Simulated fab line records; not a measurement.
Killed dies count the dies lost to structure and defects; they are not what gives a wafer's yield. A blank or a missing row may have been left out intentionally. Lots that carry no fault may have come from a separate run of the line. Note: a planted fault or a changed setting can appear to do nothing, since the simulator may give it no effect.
A struck lot beside a sound one -- flow nand_harc -- 15 steps out of a route of 1302
Sound: wafers L960.1, L960.2, L960.5. Struck: wafers L967.1, L967.2, L967.5. The cause comes at the end.
For every step that has rows: the tool of each side, followed by ch and its chambers, followed by its first start. Under that, the readings that differ: sound wafers -- struck wafers -- difference of the means -- sigmas: that difference in standard deviations of wafers without a fault.
alike: words and numbers the same on both sides, and readings whose means are apart by under 2 such deviations; not compared: readings that were withheld, readings missing a value for some wafer, numbers with overlapping values and no deviation given by the record, and bounds like >300 which may hide the same value.
The two part at a step that has a row with sigmas, a row that says differs or no value, or rows on one side only. Non-overlapping numbers with no deviation appear without sigmas and do not part them. A reading missing from all wafers of one side parts the sides only when that side holds two or more wafers.

first, 2 steps without rows for these wafers: NHARC_P_CONTACT_ETCH_35 (etches the open film in CF4, target depth 39 nm, time 65 s); NHARC_P_CONTACT_ETCH_36 (etches the open film in N2/H2, target depth 260 nm, time 406.25 s).
NHARC_P_CONTACT_ETCH_18: etches the open film in C4F8/O2/Ar, target depth 481 nm, time 240.5 s.
  sound: rie_diel-05 ch 0,1; struck: rie_diel-05 ch 1,2
reading,sound,struck,difference,sigmas
oes_product_au (a.u.),0.977 0.938 0.966,0.920 0.909 0.900,-0.051,-2
  alike: chamber_pressure_mTorr, rf_vpp_V
  not compared: rf_hours_counter_h
then, 1 step without rows for these wafers: NHARC_P_CONTACT_STRIP_37 (strips in C4F8/O2/Ar).
NHARC_P_CONTACT_ETCH_31: etches the open film in CH3F/O2, target depth 30 nm, time 85.7 s.
  sound: rie_diel-05 ch 0,1; struck: rie_diel-05 ch 2,3
  alike: chamber_pressure_mTorr, drypump_motor_current_A, oes_product_au, rf_vpp_V, showerhead_plenum_p_Torr, throttle_valve_pct
  not compared: rf_hours_counter_h
NHARC_P_CONTACT_CD_MEAS_19:
  sound on cd_sem-03, day 8 06:53; struck on cd_sem-03, day 12 00:21
  alike: cd_nm
NHARC_P_CONTACT_STRIP_28: strips in O2.
  sound on rie_diel-04 ch 0,1,2, day 8 06:59; struck on rie_diel-04 ch 0,2, day 12 00:25
  alike: chamber_pressure_mTorr, drypump_motor_current_A, oes_product_au, rf_vpp_V, showerhead_plenum_p_Torr, throttle_valve_pct
  not compared: rf_hours_counter_h
then, 1 step without rows for these wafers: NHARC_P_CONTACT_STRIP_29 (strips in post etch residue remover, time 1200 s).
NHARC_P_CONTACT_DEGAS_38: time 60 s.
  sound on pvd_sputter-01, day 8 07:37; struck on pvd_sputter-01, day 12 01:04
  alike: heater_power_w
then, 1 step without rows for these wafers: NHARC_P_CONTACT_PRE_CLEAN_39 (time 19.5 s).
NHARC_P_CONTACT_PVD_32: deposits Ti, target thk 5 nm, time 17.7 s.
  sound on pvd_sputter-01; struck on pvd_sputter-01
  alike: cathode_dc_power_W, throttle_valve_pct
then, 1 step without rows for these wafers: NHARC_P_CONTACT_ALD_22 (deposits TiN, target thk 3 nm, pulse time 1 s, ald cycles 150).
NHARC_P_CONTACT_CVD_23: deposits W, target thk 200 nm, time 557 s.
  sound on cvd_w-02 ch 0,1, day 8 08:03; struck on cvd_w-02 ch 0,1, day 12 02:17
  alike: heater_power_w, throttle_valve_pct
NHARC_P_CONTACT_CMP_24: polishes, t overpolish 30 s, target thk 200 nm.
  sound on cmp-03 ch 2,3, day 8 08:42; struck on cmp-02 ch 1,3, day 12 04:37
reading,sound,struck,difference,sigmas
time_to_endpoint_s (s),36.4 37.4 35.9,77.4 76.5 73.9,+39.4,+13
  alike: motor_current_A, overpolish_run_s
then, 1 step without rows for these wafers: NHARC_END_SORT_01.

WHERE THEY PART
At NHARC_P_CONTACT_ETCH_18 first; at NHARC_P_CONTACT_CMP_24 last (within this record only).

WHY: what had been put in by the simulator
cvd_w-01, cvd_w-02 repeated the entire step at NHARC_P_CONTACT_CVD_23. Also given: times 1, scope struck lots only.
